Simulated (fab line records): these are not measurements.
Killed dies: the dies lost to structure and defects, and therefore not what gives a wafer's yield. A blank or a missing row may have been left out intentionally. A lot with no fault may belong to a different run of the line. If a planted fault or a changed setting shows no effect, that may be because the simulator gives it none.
A lot that was struck, set against a sound lot | flow n5Finfet | 15 out of 1938 route steps
Sound: the wafers L792.2, L792.4, L792.5. Wafers struck: L799.3, L799.4, L799.6. The cause is named last.
Each step with rows lists, per side, the tool, then ch with its chambers, then its first start. Under that, the readings that differ: sound wafers | struck wafers | difference of the means | sigmas: that difference in standard deviations of wafers without a fault.
alike: readings whose means differ by less than 2 such deviations, and words and numbers that are the same on both sides. not compared: withheld readings, readings that some wafer has no value for, bounds like >300 that may hide the same value, and numbers for which the record gives no deviation and whose values overlap.
Wherever a step has rows on one side only, a row that says differs or no value, or a row with sigmas, the two part there. Non-overlapping numbers with no deviation appear without sigmas and do not part them. Lack of a reading on every wafer of one side parts them only where that side has two or more wafers.

first, 6 steps without rows for these wafers: N5_BEOL_M15_EBR_06; N5_BEOL_M15_SOFTBAKE_05 (time 60 s); N5_BEOL_M15_EXPOSE_07 (exposes mask V14); N5_BEOL_M15_PEB_08 (peb time 90 s); N5_BEOL_M15_DEVELOP_09 (develop time 45 s); N5_BEOL_M15_HARDBAKE_14 (time 120 s).
N5_BEOL_M15_CD_MEAS_10 targets a cd of 360 nm.
  sound on cdSem-02 ch 0, day 17 09:54; struck on cdSem-03 ch 0, day 18 19:28
  alike: cdNm
N5_BEOL_M15_OVL_MEAS_11:
  sound on overlay-01 ch 0, day 17 09:56; struck on overlay-02 ch 0, day 18 19:30
  alike: V14_OVL
N5_BEOL_M15_INSPECT_12: inspects for defects (macro).
  sound on defectInspect-01 at day 17 09:58; struck on defectInspect-02 at day 18 19:31
  alike: rawDefectCount
N5_BEOL_M15_DESCUM_15: chemistry O2, time 7.9 s.
  sound on rieDiel-03 ch 0,1,3, day 17 09:59; struck on rieDiel-02 ch 1,2,3, day 18 19:34
  alike: drypumpMotorCurrentA, oesProductAu, rfVppV, showerheadPlenumPTorr, throttleValvePct
  not compared: rfHoursCounterH
N5_BEOL_M15_ETCH_59: etches BARC in N2/H2, target depth 89 nm, overetch 26.7 nm, time 67.9 s.
  sound on rieDiel-03 ch 0,1,3, day 17 10:02; struck on rieDiel-02 ch 1,2,3, day 18 19:35
  alike: drypumpMotorCurrentA, oesProductAu, rfVppV, showerheadPlenumPTorr, throttleValvePct
  not compared: rfHoursCounterH
N5_BEOL_M15_VIA_ETCH_16: etches SiO2 in C4F8/O2/Ar, target depth 1792.2 nm.
  sound on rieDiel-03 ch 0,1,3, day 17 10:05; struck on rieDiel-02 ch 1,2,3, day 18 19:38
  alike: drypumpMotorCurrentA, oes_o_777_au, oesProductAu, rfVppV, showerheadPlenumPTorr, throttleValvePct
N5_BEOL_M15_STRIP_63: strips in O2.
  sound on rieDiel-03 ch 0,1,3, day 17 10:00; struck on rieDiel-02 ch 1,2,3, day 18 19:00
reading                      | sound             | struck            | difference | sigmas
chamberPressureMTorr (mTorr) | 30.04 29.97 30.01 | 38.94 38.95 39.01 | +8.96      | +99 or more
  alike: drypumpMotorCurrentA, oesProductAu, rfVppV, showerheadPlenumPTorr, throttleValvePct
  not compared: rfHoursCounterH
N5_BEOL_M15_STRIP_64: strips in O2.
  sound on rieDiel-03 ch 0,1,3; struck on rieDiel-02 ch 1,2,3
  alike: chamberPressureMTorr, drypumpMotorCurrentA, oesProductAu, rfVppV, showerheadPlenumPTorr, throttleValvePct
  not compared: rfHoursCounterH
N5_PASSIVATION_PROBE_49:
  only the struck wafers here have rows in the record (prober-01, day 19 18:29); the sound ones have none

## WHERE THEY PART
Last at N5_PASSIVATION_PROBE_49 as far as this record goes, first at N5_BEOL_M15_STRIP_63.

WHY: what had been put in by the simulator
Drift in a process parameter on rieDiel-02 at N5_BEOL_M15_STRIP_63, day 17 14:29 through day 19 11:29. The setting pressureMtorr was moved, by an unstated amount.
